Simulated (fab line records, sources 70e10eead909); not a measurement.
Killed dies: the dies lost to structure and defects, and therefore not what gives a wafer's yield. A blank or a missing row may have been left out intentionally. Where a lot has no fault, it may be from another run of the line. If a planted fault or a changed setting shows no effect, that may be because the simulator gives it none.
fab line records	flow nandHarc
[record] lots = 11	wafers = 33	lastDay = 33
route steps=1302 shown A_CHANNEL_HOLE_D2@582 END@1302
lots that met no fault: taken from a fault-free run of the same line
startH: start of the lot's first displayed wafer, in hours after the record's first day	waitH: hours since the lot's step before	" same as the row above	L1.1+2: one row covering several wafers at once	- either no value or no given start	* or withheld: withheld	< > ~ a bound
route shown NAME@n: names a module that has steps shown in the file, with the first one's number in the route	usual: mean/standard deviation taken from wafers without a fault	same: alike in all rows	chamber/n: place in a boat	sites: the reading at each site	_std_site: their standard deviation	_edge_site: inner sites' mean taken away from outer sites' mean	radiusMm: for every site, how far away it sits from the centre of the wafer	mask NAME#n: copy n	behind: the tool/chamber that last shaped the wafer	hold: reason for holding the lot/hours on hold/outcome of the hold	device: the n, p or np transistor that did not switch	end of line: tests run on the same wafers once the route is complete	for a step that has no rows: nothing shown but its recipe	killed: dies that structure and defects cost at the first sort, which is not the same as the wafer's yield	map: a wafer's dies, marking killed ones x, the rest . and places with no die _
set.NAME: the run value of the setting; set.NAME@STEP: its run value at that earlier step	model.NAME: the simulator's own value behind a step, which no gauge read
route steps across a sampled set of lots; one table per step, one row per wafer
services: from which hour (startH, from the record's first day; less than 0 if before it) a tool's chamber was out of use, for how many hours, and why
[[steps]]
[step NHARC_A_CHANNEL_HOLE_D2_CD_MEAS_10]
[recipe] targetCdNm = 100	landingEnergyEv = 500
[usual] cdNm = 99.7/0.58
lot.wafer	tool	chamber	startH	waitH	cdNm
L893.1	cdSem-03	0	295.78	-	99.7
L893.2	"	0	"	"	99.8
L893.4	"	0	"	"	100.0
L894.2	cdSem-03	0	314.28	-	99.5
L894.4	"	0	"	"	99.1
L894.5	"	0	"	"	99.2
L895.1	cdSem-02	0	324.43	-	99.2
L895.5	"	0	"	"	99.6
L895.6	"	0	"	"	98.6
L901.2	cdSem-01	0	373.73	-	100.0
L901.4	"	0	"	"	100.3
L901.6	"	0	"	"	100.3
L902.1	cdSem-02	0	394.10	-	100.3
L902.2	"	0	"	"	100.5
L902.4	"	0	"	"	100.8
L907.3	cdSem-01	0	438.45	-	100.1
L907.4	"	0	"	"	100.3
L907.5	"	0	"	"	100.1
L908.1	cdSem-01	0	459.30	-	100.2
L908.5	"	0	"	"	100.3
L908.6	"	0	"	"	100.0
L911.1	cdSem-03	0	476.19	-	100.3
L911.2	"	0	"	"	100.6
L911.4	"	0	"	"	100.1
L910.2	cdSem-03	0	478.08	-	99.5
L910.3	"	0	"	"	99.1
L910.5	"	0	"	"	99.6
L912.2	cdSem-02	0	492.71	-	99.9
L912.5	"	0	"	"	99.2
L912.6	"	0	"	"	99.8
L914.4	cdSem-02	0	515.25	-	99.5
L914.5	"	0	"	"	99.5
L914.6	"	0	"	"	99.5
[step NHARC_A_CHANNEL_HOLE_D2_ETCH_16]
[recipe] targetDepthA = 31000	overEtchFrac = 0.3	timeS = 806	ionEnergyEv = 150	o2FlowSccm = 400	cosFlowSccm = 20	arFlowSccm = 0	rfW = 500	biasW = 300	chemistry = O2/COS
[usual] biasW = 300.1/0.92	chamberPressureMTorr = 19.999/0.018	drypumpMotorCurrentA = 5.9/0.4	o2FlowSccm = 400.0/1.3	oesProductAu = 1.001/0.0079	overEtchFrac = 0.3/0	rfFwdPowerW = 499.6/1.6	rfVppV = 314.4/1.8	showerheadPlenumPTorr = 3.14/0.12	throttleValvePct = 28.330/0.0091
lot.wafer	tool	chamber	startH	waitH	biasW	chamberPressureMTorr	drypumpMotorCurrentA	o2FlowSccm	oesProductAu	overEtchFrac	rfFwdPowerW	rfHoursCounterH	rfVppV	showerheadPlenumPTorr	throttleValvePct
L893.1	rieDiel-04	3	296.55	-	300.6	19.979	6.1	401.6	1.000	0.3	498.1	5.8	318.0	3.34	28.335
L893.4	"	0	"	"	299.7	19.976	5.4	400.5	1.007	0.3	499.3	6.4	317.5	3.27	28.333
L893.2	"	1	"	"	300.6	19.977	5.7	400.2	0.999	0.3	498.3	6.5	314.6	3.13	28.320
L894.2	rieDiel-01	0	314.99	-	299.5	19.985	6.1	397.5	0.997	0.3	498.3	3.9	314.3	3.16	28.322
L894.4	"	3	"	"	300.4	20.007	6.0	401.2	1.004	0.3	501.5	5.3	314.4	3.08	28.327
L894.5	"	1	"	"	300.6	19.988	6.3	401.2	0.995	0.3	501.7	-	312.5	3.02	28.334
L895.1	rieDiel-01	1	325.20	-	299.0	19.994	6.3	402.5	1.005	0.3	501.1	6.6	313.1	3.02	28.348
L895.6	"	0	"	"	300.7	20.010	6.1	399.1	1.001	0.3	498.6	-	315.1	3.16	28.338
L895.5	"	1	"	"	298.5	20.008	6.3	400.7	0.998	0.3	501.3	-	313.8	3.02	28.333
L901.4	rieDiel-04	3	374.50	-	-	-	-	-	-	-	-	-	-	-	-
L901.2	"	0	"	"	-	-	-	-	-	-	-	-	-	-	-
L901.6	"	3	"	"	-	-	-	-	-	-	-	-	-	-	-
L902.1	rieDiel-06	1	394.90	-	-	-	-	-	-	-	-	-	-	-	-
L902.2	"	2	"	"	-	-	-	-	-	-	-	-	-	-	-
L902.4	"	0	"	"	-	-	-	-	-	-	-	-	-	-	-
L907.3	rieDiel-04	3	439.16	-	300.1	19.999	6.1	400.2	1.007	0.3	500.5	5.3	316.8	3.34	28.339
L907.4	"	1	"	"	300.7	19.975	5.7	399.5	1.002	0.3	501.2	4.3	314.3	3.12	28.329
L907.5	"	3	"	"	301.0	20.010	6.1	401.2	0.999	0.3	499.0	-	316.1	3.34	28.359
L908.1	rieDiel-06	0	460.07	-	298.7	20.015	6.1	399.8	0.994	0.3	499.0	8.3	312.1	3.03	28.333
L908.5	"	3	"	"	301.5	20.020	5.9	402.2	1.003	0.3	497.8	-	311.8	2.95	28.317
L908.6	"	0	"	"	299.2	20.033	6.1	398.5	1.001	0.3	497.6	-	312.3	3.03	28.324
L911.1	rieDiel-06	0	476.90	-	299.5	19.988	6.0	399.2	1.008	0.3	496.6	9.5	313.2	3.03	28.330
L911.2	"	2	"	"	299.5	20.007	6.6	401.2	1.015	0.3	499.1	9.0	312.5	3.08	28.329
L911.4	"	3	"	"	298.9	20.023	5.9	400.7	1.009	0.3	501.1	7.3	311.9	2.95	28.345
L910.2	rieDiel-06	3	478.80	-	298.7	20.011	5.9	400.3	1.008	0.3	498.7	7.7	309.9	2.95	28.336
L910.3	"	2	"	"	302.3	19.979	6.6	401.2	0.998	0.3	501.7	9.4	313.6	3.08	28.321
L910.5	"	3	"	"	300.9	19.979	5.9	400.1	1.005	0.3	498.0	-	311.9	2.95	28.328
L912.2	rieDiel-04	3	493.42	-	299.6	20.013	6.1	401.1	1.003	0.3	497.4	7.9	316.0	3.34	28.336
L912.5	"	3	"	"	301.1	20.025	6.1	401.7	0.992	0.3	501.2	-	317.8	3.34	28.334
L912.6	"	0	"	"	300.8	19.988	5.4	401.6	1.001	0.3	503.8	-	315.4	3.26	28.319
L914.4	rieDiel-04	0	516.01	-	300.6	20.008	5.4	400.0	1.005	0.3	500.0	8.8	316.0	3.26	28.337
L914.6	"	3	"	"	300.7	20.015	6.1	401.9	1.004	0.3	501.5	-	318.4	3.34	28.336
L914.5	"	0	"	"	301.3	19.990	5.4	400.5	1.003	0.3	497.2	-	314.4	3.26	28.334
[step NHARC_A_CHANNEL_HOLE_D2_CD_MEAS_18]
[usual] cdNm = 99.1/2.2
lot.wafer	tool	chamber	startH	waitH	cdNm
L893.1	cdSem-02	-	297.07	-	96.8
L893.2	"	-	"	"	96.9
L893.4	"	-	"	"	98.9
L894.2	cdSem-03	-	315.57	-	103.1
L894.4	"	-	"	"	100.1
L894.5	"	-	"	"	98.7
L895.1	cdSem-02	-	325.72	-	99.7
L895.5	"	-	"	"	97.0
L895.6	"	-	"	"	99.7
L901.2	cdSem-01	-	375.02	-	99.7
L901.4	"	-	"	"	101.5
L901.6	"	-	"	"	100.5
L902.1	cdSem-02	-	395.60	-	102.8
L902.2	"	-	"	"	97.8
L902.4	"	-	"	"	101.4
L907.3	cdSem-03	-	439.75	-	99.7
L907.4	"	-	"	"	103.1
L907.5	"	-	"	"	99.1
L908.1	cdSem-03	-	460.59	-	98.0
L908.5	"	-	"	"	102.3
L908.6	"	-	"	"	95.9
L911.1	cdSem-02	-	477.48	-	97.6
L911.2	"	-	"	"	97.5
L911.4	"	-	"	"	98.6
L910.2	cdSem-03	-	479.37	-	96.6
L910.3	"	-	"	"	95.5
L910.5	"	-	"	"	97.5
L912.2	cdSem-03	-	494.00	-	102.5
L912.5	"	-	"	"	98.8
L912.6	"	-	"	"	100.6
L914.4	cdSem-01	-	516.54	-	98.7
L914.5	"	-	"	"	99.7
L914.6	"	-	"	"	100.5
[step NHARC_A_CHANNEL_HOLE_D2_ETCH_27]
[recipe] biasV = 400	sourceW = 2000	pressureMtorr = 25	timeS = 90	arFlowSccm = 375	c4f8FlowSccm = 41.7	o2FlowSccm = 83.3	tempC = -20	targetDepthA = 4000	chemistry = C4F8/O2/Ar
[usual] biasV = 401/4.1	c4f8FlowSccm = 41.69/0.12	drypumpMotorCurrentA = 6.3/0.36	o2FlowSccm = 83.25/0.24	rfFwdPowerW = 1986/6.8	showerheadPlenumPTorr = 3.73/0.11	throttleValvePct = 27.619/0.011
lot.wafer	tool	chamber	startH	waitH	biasV	c4f8FlowSccm	drypumpMotorCurrentA	o2FlowSccm	rfFwdPowerW	rfHoursCounterH	showerheadPlenumPTorr	throttleValvePct
L893.1	harEtch-02	1	301.13	0.2	401	41.49	6.2	83.05	1988	369	3.59	27.619
L893.2	"	0	"	"	394	41.53	6.6	83.54	1990	369	3.77	27.636
L893.4	"	0	"	"	398	41.70	6.6	83.54	1988	-	3.77	27.624
L894.2	harEtch-01	0	319.62	0.2	400	41.55	6.6	83.48	1985	165	3.73	27.628
L894.4	"	1	"	"	399	41.66	5.7	83.11	1988	-	3.70	27.611
L894.5	"	1	"	"	401	41.70	5.7	83.31	1991	-	3.70	27.616
L895.1	harEtch-01	0	329.77	0.2	404	41.48	6.6	83.35	1980	173	3.73	27.633
L895.5	"	0	"	"	411	41.79	6.6	83.46	1981	-	3.73	27.611
L895.6	"	1	"	"	400	41.54	5.7	82.97	1998	-	3.69	27.612
L901.2	harEtch-01	1	381.71	0.2	398	41.51	5.7	83.09	1985	203	3.68	27.620
L901.4	"	1	"	"	403	41.86	5.7	83.17	1987	-	3.68	27.600
L901.6	"	1	"	"	399	41.63	5.7	83.02	1976	-	3.68	27.619
L902.2	harEtch-02	0	399.89	0.2	401	41.30	6.6	83.18	1984	4	3.74	27.636
L902.1	"	1	"	"	396	41.73	6.2	83.24	1993	4	3.98	27.633
L902.4	"	1	"	"	402	41.79	6.2	83.20	1981	-	3.98	27.624
L907.4	harEtch-02	1	443.85	0.2	406	41.65	6.2	83.44	1988	-	3.96	27.628
L907.3	"	0	"	"	408	41.53	6.6	82.90	1988	-	3.73	27.613
L907.5	"	1	"	"	403	41.64	6.2	83.61	1985	-	3.96	27.629
L908.1	harEtch-02	1	464.62	0.2	403	41.68	6.2	83.13	1976	38	3.96	27.628
L908.5	"	1	"	"	399	41.53	6.2	83.23	1990	-	3.96	27.619
L908.6	"	0	"	"	398	41.80	6.6	82.89	1979	-	3.72	27.615
L911.1	harEtch-02	0	481.56	0.2	401	41.68	6.6	83.60	1980	50	3.71	27.620
L911.2	"	1	"	"	404	41.60	6.2	83.63	1992	50	3.95	27.605
L911.4	"	0	"	"	405	41.69	6.6	83.38	1984	-	3.71	27.627
L910.2	harEtch-01	1	483.44	0.2	395	41.70	5.7	83.30	1986	268	3.64	27.610
L910.3	"	1	"	"	399	41.73	5.7	83.07	1986	-	3.64	27.628
L910.5	"	0	"	"	394	41.86	6.6	82.83	1993	-	3.67	27.616
L912.2	harEtch-02	0	498.05	0.2	408	41.57	6.6	82.90	1995	61	3.71	27.624
L912.6	"	0	"	"	403	41.44	6.6	83.36	1986	-	3.71	27.606
L912.5	"	1	"	"	397	41.73	6.2	83.47	1976	-	3.94	27.591
L914.4	harEtch-01	0	520.70	0.2	406	41.92	6.6	83.09	1988	-	3.66	27.606
L914.5	"	1	"	"	402	41.71	5.7	83.44	1986	-	3.63	27.618
L914.6	"	0	"	"	403	41.70	6.6	83.16	1989	-	3.66	27.627
[step NHARC_END_SORT_01]
[recipe] tempC = 25
[usual] killedAtArray = 49/18	killedAtOther = 0.7/1.1	killedAtPeriphery = 4.0/2.6	killedDies = 54/19	killedOpen = 3.4/1.7	killedShort = 2.5/1.7
[same] grossDies = 677
lot.wafer	tool	chamber	startH	waitH	killedAtArray	killedAtOther	killedAtPeriphery	killedDies	killedOpen	killedShort
L901.2	prober-01	0	646.21	2.8	673	3	1	677	1	1
L901.4	prober-01	0	647.81	3.4	671	1	5	677	3	0
L901.6	prober-01	0	649.42	4.0	670	1	6	677	5	2
L902.1	prober-02	0	658.71	2.5	676	0	1	677	1	3
L902.2	prober-02	0	659.48	2.8	672	3	2	677	3	2
L902.4	prober-02	0	661.03	3.3	673	2	2	677	6	4
// killed by level:class
L901.2 A_CHANNEL_HOLE_D2:areaEtch=631 A_CHANNEL_HOLE_D2:chamberFilmFlake=15 A_CONTACT:chamberFilmFlake=10 A_CHANNEL_FILL_D2:chamberFilmFlake=5 A_SLIT:chamberFilmFlake=3 THIN_TSV:chamberFilmFlake=3 A_CHANNEL_HOLE_D1:chamberFilmFlake=2 A_DECK1_JOINT:chamberFilmFlake=2
L901.4 A_CHANNEL_HOLE_D2:areaEtch=646 A_CHANNEL_HOLE_D2:chamberFilmFlake=13 P_GATE:chamberFilmFlake=4 A_CHANNEL_HOLE_D1:chamberFilmFlake=4 A_CONTACT:chamberFilmFlake=4 A_CHANNEL_HOLE_D1:geometricParticle:open=1 A_CHANNEL_HOLE_D2:geometricParticle:open=1 A_M1:geometricParticle:open=1
L901.6 A_CHANNEL_HOLE_D2:areaEtch=635 A_CHANNEL_HOLE_D2:chamberFilmFlake=11 A_CHANNEL_HOLE_D1:chamberFilmFlake=5 P_GATE:chamberFilmFlake=4 A_CHANNEL_FILL_D2:chamberFilmFlake=4 A_STAIRCASE:chamberFilmFlake=4 A_CONTACT:chamberFilmFlake=3 P_M0:geometricParticle:open=1
L902.1 A_CHANNEL_HOLE_D2:areaEtch=644 A_CHANNEL_HOLE_D1:chamberFilmFlake=14 A_CONTACT:chamberFilmFlake=4 A_ZERO_WELL:chamberFilmFlake=3 A_CHANNEL_HOLE_D2:unspecified=2 A_SGD_CUT:chamberFilmFlake=2 A_M0:chamberFilmFlake=2 A_CHANNEL_FILL_D1:geometricParticle:short=1
L902.2 A_CHANNEL_HOLE_D2:areaEtch=636 A_CHANNEL_HOLE_D1:chamberFilmFlake=13 A_CONTACT:chamberFilmFlake=6 A_ZERO_WELL:chamberFilmFlake=5 A_CHANNEL_HOLE_D2:unspecified=4 A_STAIRCASE:chamberFilmFlake=3 STARTING-WAFER:geometricParticle:open=2 A_M0:chamberFilmFlake=2
L902.4 A_CHANNEL_HOLE_D2:areaEtch=649 A_CHANNEL_HOLE_D1:chamberFilmFlake=8 A_STAIRCASE:chamberFilmFlake=4 A_DECK1_JOINT:geometricParticle:short=3 A_CHANNEL_HOLE_D2:unspecified=2 A_CONTACT:chamberFilmFlake=2 P_M0:geometricParticle:open=1 P_M1:geometricParticle:open=1
[[services]]
tool	chamber	startH	hours	kind
rieDiel-01	0	283.85	4.8	repair
rieDiel-04	0	285.30	-	clean
rieDiel-04	1	285.30	-	clean
rieDiel-06	-	307.31	9.0	pm
rieDiel-04	-	354.95	9.0	pm
rieDiel-04	1	367.20	4.5	repair
rieDiel-04	3	376.19	2.7	repair
harEtch-02	-	378.94	17.0	pm
harEtch-02	0	378.94	17.0	ventCycle
harEtch-02	1	378.94	17.0	ventCycle
rieDiel-01	-	380.89	9.0	pm
rieDiel-06	3	388.72	7.3	repair
harEtch-02	0	395.94	-	clean
harEtch-02	0	395.94	-	consumableReplace:esc
harEtch-02	0	395.94	-	consumableReplace:focusRing
harEtch-02	1	395.94	-	clean
harEtch-02	1	395.94	-	consumableReplace:focusRing
harEtch-02	1	395.94	-	consumableReplace:showerhead
rieDiel-06	3	434.02	18.0	repair
rieDiel-04	0	454.39	13.4	repair
rieDiel-01	0	457.96	8.7	repair
rieDiel-06	2	469.29	1.2	repair
rieDiel-01	3	481.33	4.3	repair
rieDiel-06	-	484.58	9.0	pm
[[key]]
[firstSign] step = NHARC_A_CHANNEL_HOLE_D2_ETCH_16	reading = toolRecord	direction = missing
[effect] step = NHARC_END_SORT_01	reading = killedAtArray	direction = up	sigmas = 34	usual = 49	struck = 672
[moreKillsBornAt] NHARC_A_CHANNEL_HOLE_D2_ETCH_16@rieDiel-06 = 1929	NHARC_A_CHANNEL_HOLE_D2_ETCH_16@rieDiel-04 = 1910
metAt NHARC_A_CHANNEL_HOLE_D2_ETCH_16
struckLots L901,L902
laterRowsLeftOut L901.2,L901.4,L901.6,L902.1,L902.2,L902.4
testerLeftOut L901,L902
notActingAt NHARC_A_CHANNEL_HOLE_D2_CD_MEAS_10,NHARC_A_CHANNEL_HOLE_D2_CD_MEAS_18,NHARC_A_CHANNEL_HOLE_D2_ETCH_27
onsetBetween 296.55 374.50
[fault] kind = skippedStepWhole	tool = rieDiel-04,rieDiel-06	chamber = -	onsetH = 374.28	steps = NHARC_A_CHANNEL_HOLE_D2_ETCH_16	scope = struckLotsOnly
// testerLeftOut: of these lots the tester's yield and bins aren't shown, on N5 and GAA mostly nor the transistor test; their killed dies are dies lost to structure and defects alone, not to doping, threshold or leakage, so they don't give the yield
// laterRowsLeftOut: the simulator's readings of these wafers behind a module that went badly wrong aren't trusted and aren't shown, but for the sort
